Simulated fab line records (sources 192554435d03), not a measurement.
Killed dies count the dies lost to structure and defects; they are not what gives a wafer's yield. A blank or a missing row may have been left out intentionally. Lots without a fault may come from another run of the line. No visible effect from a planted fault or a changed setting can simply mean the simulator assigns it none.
Chamber matching ; flow n5_finfet ; pecvd-03 running N5_BEOL_M9_DEP_56: 3 sister chambers
The step deposits SiCN from 3MS/NH3, target thk 15 nm, time 26.5 s. 3 wafers are shown with their chamber, then 7 later ones without.

## WAFERS WITH THEIR CHAMBER
wafer;chamber;showerhead_plenum_p_Torr (Torr)
L132.5;0;3.693
L133.4;1;3.660
L133.6;2;3.684

## WAFERS MISSING THEIR CHAMBER
wafer;showerhead_plenum_p_Torr (Torr)
L137.1;3.673
L137.3;3.666
L137.5;3.693
L144.5;3.702
L144.6;3.666
L147.1;3.670
L147.5;3.673

## WHICH CHAMBER EACH WENT THROUGH
wafer;from the rows above;in truth
L137.1;can't be placed: 2 or 1 or 0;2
L137.3;can't be placed: 1 or 2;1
L137.5;can't be placed: 0 or 2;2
L144.5;can't be placed: 0 or 2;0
L144.6;can't be placed: 1 or 2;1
L147.1;can't be placed: 1 or 2 or 0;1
L147.5;can't be placed: 2 or 1 or 0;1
Placed correctly: 0 of 7. These rows do not allow placing 7 (true chamber among the candidates in 7). Wrongly placed: 0.
How it was worked out, from the rows above alone: a wafer's distance from a chamber is the root of the sum, over the readings, of the square of ((its reading less the chamber's mean) divided by the reading's scatter). If the next closest chamber is less than 2 further off than the closest, the wafer can't be placed; otherwise it belongs to the closest. For every chamber, the mean is computed from those of its wafers that are shown. The scatter: with one shown wafer a chamber, the root of the mean of the squares of how far each hidden wafer lies from its nearest shown one.
